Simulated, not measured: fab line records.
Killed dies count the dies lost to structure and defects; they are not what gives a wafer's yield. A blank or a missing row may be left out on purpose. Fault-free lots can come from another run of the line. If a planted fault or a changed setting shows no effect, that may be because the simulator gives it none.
Matching of chambers | flow nandHarc | NHARC_A_WL_FILL_ALD_02 on aldMetal-04 has 4 sister chambers
The step deposits TiN, target thk 2 nm, pulse time 3 s, ald cycles 100. 8 wafers are shown with their chamber, then 7 later ones without.

WAFERS, EACH WITH ITS CHAMBER
wafer  | chamber | heaterPowerW (W) | precursorPulseHeightRel
L075.1 | 2       | 1026             | 1.024
L077.6 | 2       | 985              | 1.010
L080.5 | 1       | 1071             | 1.019
L087.1 | 1       | 1078             | 1.002
L087.3 | 3       | 1071             | 1.012
L087.4 | 0       | 1009             | 0.993
L091.1 | 3       | 1049             | 1.010
L091.4 | 0       | 1061             | 0.973

WAFERS WHOSE CHAMBER IS MISSING
wafer  | heaterPowerW (W) | precursorPulseHeightRel
L091.6 | 1073             | 1.025
L092.2 | 1053             | 0.982
L092.3 | 1050             | 0.990
L092.5 | 971              | 1.022
L095.2 | 982              | 0.980
L095.4 | 1087             | 1.002
L095.5 | 1084             | 1.025

THE CHAMBER EACH PASSED THROUGH
wafer  | from the rows above          | in truth
L091.6 | can't be placed: 1 or 3 or 2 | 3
L092.2 | 0                            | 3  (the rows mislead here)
L092.3 | can't be placed: 0 or 3 or 1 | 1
L092.5 | 2                            | 2
L095.2 | can't be placed: 0 or 2      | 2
L095.4 | can't be placed: 1 or 3 or 0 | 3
L095.5 | can't be placed: 1 or 3 or 2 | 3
Correctly placed: 1 of 7. Cannot be placed on the basis of these rows: 5; the candidates contain the true chamber in 5. Number placed wrongly: 1.
How it was worked out, from the rows above alone: a wafer's distance from a chamber is the root of the sum, over the readings, of the square of ((its reading less the chamber's mean) divided by the reading's scatter). If the next closest chamber is less than 2 further off than the closest, the wafer can't be placed; otherwise it belongs to the closest. For every chamber, the mean is computed from those of its wafers that are shown. The scatter: the root of (the sum of the squares of (reading less its chamber's mean) over the shown wafers, divided by (wafers less chambers)).
